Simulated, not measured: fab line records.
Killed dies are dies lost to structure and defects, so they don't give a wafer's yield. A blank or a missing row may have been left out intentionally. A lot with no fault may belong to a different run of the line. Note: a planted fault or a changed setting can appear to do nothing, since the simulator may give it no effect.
fab line records	flow nandHarc
[record] lots = 13	wafers = 39	lastDay = 33
route steps=1302 shown A_ZERO_WELL@412 A_ONON_D1@431 END@1302
lots that met no fault: from a run of the same line without faults
startH: start of the lot's first displayed wafer, in hours after the record's first day	waitH: how many hours have passed since the lot's step before this one	" same as the row above	L1.1+2: several wafers, shown together as one row	- value missing, or start not given	* or withheld: withheld	< > ~ a bound
route shown NAME@n: a module of which the file shows steps, and the number in the route of the first	usual: average and standard deviation across the fault-free wafers	same: alike in all rows	chamber/n: place in a boat	sites: the reading at each site	_std_site: standard deviation across them	_edge_site: inner sites' mean taken away from outer sites' mean	radiusMm: how far each site lies from the wafer's centre	mask NAME#n: copy n	behind: the last tool/chamber to shape the wafer	hold: cause of the lot's hold/its duration in hours/its outcome	device: names the non-switching transistor (n, p or np)	end of line: the tests these same wafers got at the end of their route	a step with no rows: only its recipe	killed: count of dies lost to structure and defects at first sort (not the wafer's yield)	map: a wafer's dies, x killed, . not, _ none there
set.NAME: the setting the step ran with; set.NAME@STEP: the setting that earlier step ran with	model.NAME: the simulator's own value behind a step, which no gauge read
route steps across a sampled set of lots; one table per step, one row per wafer
services: the hour from which a tool's chamber was out of use, counted from the record's first day as startH (under 0 if before that day), plus the number of hours and why
[[steps]]
[step NHARC_A_ZERO_WELL_INSPECT_17]
[usual] rawDefectCount = 11/5.2
lot.wafer	tool	chamber	startH	waitH	rawDefectCount
L550.2	defectInspect-01	-	143.38	0.1	3
L550.4	"	-	"	"	11
L550.5	"	-	"	"	10
L552.2	defectInspect-02	-	168.06	0.1	9
L552.3	"	-	"	"	4
L552.5	"	-	"	"	3
L553.1	defectInspect-01	-	178.06	0.2	12
L553.2	"	-	"	"	18
L553.5	"	-	"	"	26
L554.1	defectInspect-01	-	188.96	0.2	9
L554.3	"	-	"	"	12
L554.4	"	-	"	"	17
L557.3	defectInspect-01	-	222.66	0.1	11
L557.4	"	-	"	"	10
L557.5	"	-	"	"	10
L559.2	defectInspect-01	-	244.55	0.1	11
L559.4	"	-	"	"	19
L559.6	"	-	"	"	20
L561.3	defectInspect-01	-	257.84	0.1	16
L561.4	"	-	"	"	11
L561.6	"	-	"	"	18
L566.2	defectInspect-01	-	314.85	0.1	5
L566.3	"	-	"	"	5
L566.6	"	-	"	"	15
L568.3	defectInspect-02	-	328.08	0.1	8
L568.4	"	-	"	"	5
L568.5	"	-	"	"	3
L569.1	defectInspect-02	-	340.90	0.2	18
L569.2	"	-	"	"	19
L569.5	"	-	"	"	9
L570.2	defectInspect-02	-	348.14	0.1	4
L570.3	"	-	"	"	11
L570.5	"	-	"	"	9
L572.3	defectInspect-02	-	377.18	0.1	8
L572.4	"	-	"	"	9
L572.6	"	-	"	"	5
L571.3	defectInspect-02	-	378.05	0.1	15
L571.5	"	-	"	"	22
L571.6	"	-	"	"	17
[step NHARC_A_ONON_D1_THK_MEAS_11]
[recipe] thkMeasGauge = ellipsometry
[usual] thkNm = 1002/9.4
lot.wafer	tool	chamber	startH	waitH	thkNm
L550.2	filmMetro-01	-	166.30	-	1010
L550.4	"	-	"	"	1010
L550.5	"	-	"	"	1009
L552.2	filmMetro-01	-	193.01	-	1008
L552.3	"	-	"	"	1008
L552.5	"	-	"	"	1008
L553.1	filmMetro-02	-	200.83	-	1010
L553.2	"	-	"	"	1011
L553.5	"	-	"	"	1010
L554.1	filmMetro-01	-	211.76	-	1013
L554.3	"	-	"	"	1014
L554.4	"	-	"	"	1012
L557.3	filmMetro-01	-	245.71	-	1001
L557.4	"	-	"	"	1001
L557.5	"	-	"	"	1002
L559.2	filmMetro-02	-	267.11	-	1008
L559.4	"	-	"	"	1006
L559.6	"	-	"	"	1008
L561.3	filmMetro-01	-	281.86	-	985
L561.4	"	-	"	"	987
L561.6	"	-	"	"	989
L566.2	filmMetro-01	-	338.12	-	1019
L566.3	"	-	"	"	1017
L566.6	"	-	"	"	1016
L568.3	filmMetro-02	-	350.69	-	995
L568.4	"	-	"	"	997
L568.5	"	-	"	"	997
L569.1	filmMetro-01	-	365.09	-	981
L569.2	"	-	"	"	979
L569.5	"	-	"	"	978
L570.2	filmMetro-01	-	369.85	-	1003
L570.3	"	-	"	"	1001
L570.5	"	-	"	"	1002
L572.3	filmMetro-01	-	399.56	-	1001
L572.4	"	-	"	"	1003
L572.6	"	-	"	"	1002
L571.3	filmMetro-02	-	399.66	-	1010
L571.5	"	-	"	"	1011
L571.6	"	-	"	"	1009
[step NHARC_A_ONON_D1_THK_MEAS_27]
[recipe] thkMeasGauge = ellipsometry
[usual] thkNm = 998/11
lot.wafer	tool	chamber	startH	waitH	thkNm
L550.2	filmMetro-02	-	176.40	-	1002
L550.4	"	-	"	"	1002
L550.5	"	-	"	"	1003
L552.2	filmMetro-01	-	203.92	-	992
L552.3	"	-	"	"	994
L552.5	"	-	"	"	994
L553.1	filmMetro-02	-	213.44	-	989
L553.2	"	-	"	"	989
L553.5	"	-	"	"	989
L554.1	filmMetro-02	-	221.77	-	1005
L554.3	"	-	"	"	1006
L554.4	"	-	"	"	1006
L557.3	filmMetro-02	-	256.02	-	1003
L557.4	"	-	"	"	1002
L557.5	"	-	"	"	1002
L559.2	filmMetro-01	-	277.09	-	1002
L559.4	"	-	"	"	1002
L559.6	"	-	"	"	1002
L561.3	filmMetro-02	-	292.21	-	1002
L561.4	"	-	"	"	1003
L561.6	"	-	"	"	1004
L566.2	filmMetro-02	-	348.16	-	980
L566.3	"	-	"	"	980
L566.6	"	-	"	"	980
L568.3	filmMetro-02	-	360.48	-	989
L568.4	"	-	"	"	989
L568.5	"	-	"	"	988
L569.1	filmMetro-01	-	375.19	-	1009
L569.2	"	-	"	"	1008
L569.5	"	-	"	"	1010
L570.2	filmMetro-01	-	380.73	-	998
L570.3	"	-	"	"	999
L570.5	"	-	"	"	998
L571.3	filmMetro-01	-	409.60	-	1018
L571.5	"	-	"	"	1018
L571.6	"	-	"	"	1019
L572.3	filmMetro-02	-	409.60	-	1021
L572.4	"	-	"	"	1022
L572.6	"	-	"	"	1020
[step NHARC_A_ONON_D1_DEP_33]
[recipe] targetThkA = 2000	tempC = 400	pressureTorr = 6.5	rfW = 900	teosFlowSccm = 161.4	flowSccm = 2650	targetThkNm = 200	gas = O2	material = SiO2
[usual] heaterPowerW = 526/95	rfFwdPowerW = 898.3/2.7	showerheadVppV = 1877/92	throttleValvePct = 16.0/0.56
lot.wafer	tool	chamber	startH	waitH	heaterPowerW	rfFwdPowerW	showerheadVppV	throttleValvePct
L550.2	pecvd-01	0	177.07	0.1	564	897.0	1971	16.3
L550.5	"	0	"	"	579	896.2	1939	16.3
L550.4	"	1	"	"	539	897.1	1748	16.3
L552.2	pecvd-03	1	204.54	0.1	676	898.3	2018	15.6
L552.3	"	2	"	"	417	896.8	1891	15.0
L552.5	"	1	"	"	686	897.4	2029	15.5
L553.1	pecvd-03	2	214.07	0.1	413	900.1	1917	15.0
L553.2	"	0	"	"	617	897.5	1792	15.7
L553.5	"	1	"	"	766	901.6	2030	15.6
L554.1	pecvd-01	2	222.40	0.1	357	899.6	1811	16.1
L554.3	"	1	"	"	575	899.1	1718	16.5
L554.4	"	0	"	"	502	898.6	1908	16.3
L557.3	pecvd-02	2	256.74	0.1	508	893.4	1987	15.6
L557.4	"	0	"	"	518	896.0	1853	16.8
L557.5	"	2	"	"	525	891.3	2008	15.7
L559.2	pecvd-02	2	277.76	0.1	554	899.3	1980	15.4
L559.6	"	2	"	"	580	896.9	2014	15.7
L559.4	"	0	"	"	435	897.0	1824	16.8
L561.3	pecvd-01	0	292.93	0.1	526	892.1	1897	16.9
L561.6	"	1	"	"	481	897.6	1742	16.8
L561.4	"	2	"	"	474	900.6	1782	16.8
L566.3	pecvd-02	2	348.78	0.1	380	1259.1	2373	15.7
L566.2	"	0	"	"	345	1261.9	2169	16.9
L566.6	"	1	"	"	392	1259.2	2252	16.5
L568.3	pecvd-02	0	361.15	0.1	306	1257.7	2191	16.9
L568.4	"	2	"	"	470	1255.8	2404	15.8
L568.5	"	0	"	"	325	1260.1	2138	16.8
L569.2	pecvd-01	0	375.82	0.1	567	898.2	1932	16.9
L569.1	"	2	"	"	470	899.9	1808	16.3
L569.5	"	2	"	"	483	900.9	1793	16.4
L570.3	pecvd-01	2	381.49	0.2	454	899.3	1790	16.5
L570.2	"	0	"	"	469	893.8	1962	16.7
L570.5	"	0	"	"	483	896.7	1972	16.6
L571.3	pecvd-03	0	410.22	0.1	524	898.5	1785	15.9
L571.6	"	0	"	"	542	898.9	1787	15.9
L571.5	"	1	"	"	743	901.0	1975	15.5
L572.3	pecvd-01	2	410.31	0.1	518	893.5	1809	16.4
L572.4	"	0	"	"	529	897.1	1926	16.9
L572.6	"	1	"	"	576	897.0	1792	16.2
[step NHARC_A_ONON_D1_THK_MEAS_34]
[recipe] thkMeasGauge = ellipsometry
[usual] thkNm = 200.1/2.9
lot.wafer	tool	chamber	startH	waitH	hold	thkNm
L550.2	filmMetro-02	-	177.44	-	-	201.3
L550.4	"	-	"	"	-	205.3
L550.5	"	-	"	"	-	202.5
L552.2	filmMetro-02	-	204.96	-	-	202.3
L552.3	"	-	"	"	-	199.9
L552.5	"	-	"	"	-	205.5
L553.1	filmMetro-02	-	214.48	-	-	196.2
L553.2	"	-	"	"	-	197.5
L553.5	"	-	"	"	-	202.4
L554.1	filmMetro-01	-	222.81	-	-	195.2
L554.3	"	-	"	"	-	196.9
L554.4	"	-	"	"	-	203.5
L557.3	filmMetro-02	-	257.06	-	-	196.8
L557.4	"	-	"	"	-	203.3
L557.5	"	-	"	"	-	200.3
L559.2	filmMetro-02	-	278.13	-	-	198.4
L559.4	"	-	"	"	-	199.1
L559.6	"	-	"	"	-	199.7
L561.3	filmMetro-02	-	293.26	-	-	196.9
L561.4	"	-	"	"	-	197.4
L561.6	"	-	"	"	-	200.7
L566.2	filmMetro-02	-	349.20	-	awaitDispo/0.2h/release	222.1
L566.3	"	-	"	"	awaitDispo/0.2h/release	218.2
L566.6	"	-	"	"	awaitDispo/0.2h/release	219.7
L566.2	filmMetro-02	-	349.37	0.2	-	220.9
L566.3	"	-	"	"	-	218.1
L566.6	"	-	"	"	-	221.1
L568.3	filmMetro-02	-	361.52	-	awaitDispo/0.2h/release	218.0
L568.4	"	-	"	"	awaitDispo/0.2h/release	220.4
L568.5	"	-	"	"	awaitDispo/0.2h/release	222.0
L568.3	filmMetro-02	-	361.69	0.2	-	218.2
L568.4	"	-	"	"	-	221.9
L568.5	"	-	"	"	-	221.8
L569.1	filmMetro-01	-	376.23	-	-	197.5
L569.2	"	-	"	"	-	201.9
L569.5	"	-	"	"	-	201.1
L570.2	filmMetro-01	-	381.86	-	-	198.0
L570.3	"	-	"	"	-	201.1
L570.5	"	-	"	"	-	205.3
L572.3	filmMetro-01	-	410.63	-	-	197.0
L572.4	"	-	"	"	-	200.6
L572.6	"	-	"	"	-	201.2
L571.3	filmMetro-02	-	410.64	-	-	201.4
L571.5	"	-	"	"	-	204.6
L571.6	"	-	"	"	-	201.4
[step NHARC_END_SORT_01]
[recipe] tempC = 25
[usual] killedAtArray = 57/19	killedAtOther = 0.9/1.1	killedAtPeriphery = 4.0/2.6	killedDies = 62/19	killedOpen = 3.3/1.8	killedShort = 2.4/1.7
[same] grossDies = 677
lot.wafer	tool	chamber	startH	waitH	killedAtArray	killedAtOther	killedAtPeriphery	killedDies	killedOpen	killedShort
L568.3	prober-01	0	782.27	3.1	104	2	4	110	3	5
L568.4	prober-01	0	783.06	3.4	85	0	6	91	4	2
L568.5	prober-01	0	783.85	3.7	73	2	6	81	4	2
// killed by level:class
L568.3 A_CHANNEL_HOLE_D1:chamberFilmFlake=32 A_SLIT:chamberFilmFlake=26 A_CHANNEL_HOLE_D2:chamberFilmFlake=18 A_CONTACT:chamberFilmFlake=4 A_WL_FILL:chamberFilmFlake=4 A_DECK1_JOINT:chamberFilmFlake=4 A_SGD_CUT:chamberFilmFlake=4 P_ZERO_WELL:chamberFilmFlake=2
L568.4 A_CHANNEL_HOLE_D2:chamberFilmFlake=30 A_CHANNEL_HOLE_D1:chamberFilmFlake=26 A_SLIT:chamberFilmFlake=16 A_CONTACT:chamberFilmFlake=5 P_BONDPAD:chamberFilmFlake=3 A_WL_FILL:chamberFilmFlake=3 P_M0:geometricParticle:open=1 P_M1:geometricParticle:open=1
L568.5 A_CHANNEL_HOLE_D1:chamberFilmFlake=28 A_SLIT:chamberFilmFlake=13 A_CHANNEL_HOLE_D2:chamberFilmFlake=8 A_CONTACT:chamberFilmFlake=8 P_BONDPAD:chamberFilmFlake=4 A_STAIRCASE:chamberFilmFlake=4 A_WL_FILL:chamberFilmFlake=3 A_CHANNEL_FILL_D1:chamberFilmFlake=2
[[services]]
tool	chamber	startH	hours	kind
pecvd-02	-	160.07	1.4	repair
pecvd-03	-	185.18	13.0	pm
pecvd-01	-	216.90	0.4	repair
pecvd-02	-	227.47	13.0	pm
pecvd-02	0	227.47	13.0	ventCycle
pecvd-02	1	227.47	13.0	ventCycle
pecvd-02	2	227.47	13.0	ventCycle
pecvd-02	0	240.47	-	clean
pecvd-02	1	240.47	-	clean
pecvd-02	1	288.40	9.3	repair
pecvd-01	-	311.00	13.0	pm
pecvd-01	0	311.00	13.0	ventCycle
pecvd-01	1	311.00	13.0	ventCycle
pecvd-01	2	311.00	13.0	ventCycle
pecvd-01	0	324.00	-	clean
pecvd-01	1	324.00	-	clean
pecvd-01	2	324.00	-	clean
pecvd-03	2	327.96	6.3	repair
pecvd-03	1	339.70	24.6	repair
pecvd-02	-	344.90	0.6	repair
pecvd-01	0	354.38	8.9	repair
pecvd-03	0	355.18	8.6	repair
pecvd-03	-	366.40	13.0	pm
pecvd-02	-	408.47	13.0	pm
[[key]]
[firstSign] step = NHARC_A_ONON_D1_DEP_33	reading = rfFwdPowerW	direction = up	sigmas = 99+	usual = *	struck = *
[effect] step = NHARC_A_ONON_D1_DEP_33	reading = showerheadVppV	direction = up	sigmas = 4.1	usual = 1877	struck = 2255
[effect] step = NHARC_A_ONON_D1_THK_MEAS_34	reading = visit	direction = added
[effect] step = NHARC_A_ONON_D1_THK_MEAS_34	reading = thkNm	direction = up	sigmas = 6.8	usual = 200.1	struck = 220.1
metAt NHARC_A_ONON_D1_DEP_33
struckLots L566,L568
testerLeftOut L566,L568
notActingAt NHARC_A_ZERO_WELL_INSPECT_17,NHARC_A_ONON_D1_THK_MEAS_11,NHARC_A_ONON_D1_THK_MEAS_27
onsetBetween 277.76 348.78
[fault] kind = processParameterDrift	tool = pecvd-02	chamber = -	onsetH = 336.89	steps = NHARC_A_ONON_D1_DEP_33	channel = rfW	offset = *	shape = step	endH = 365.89	actsIn = *	stated = *
// testerLeftOut: of these lots the tester's yield and bins aren't shown, on N5 and GAA mostly nor the transistor test; their killed dies are dies lost to structure and defects alone, not to doping, threshold or leakage, so they don't give the yield
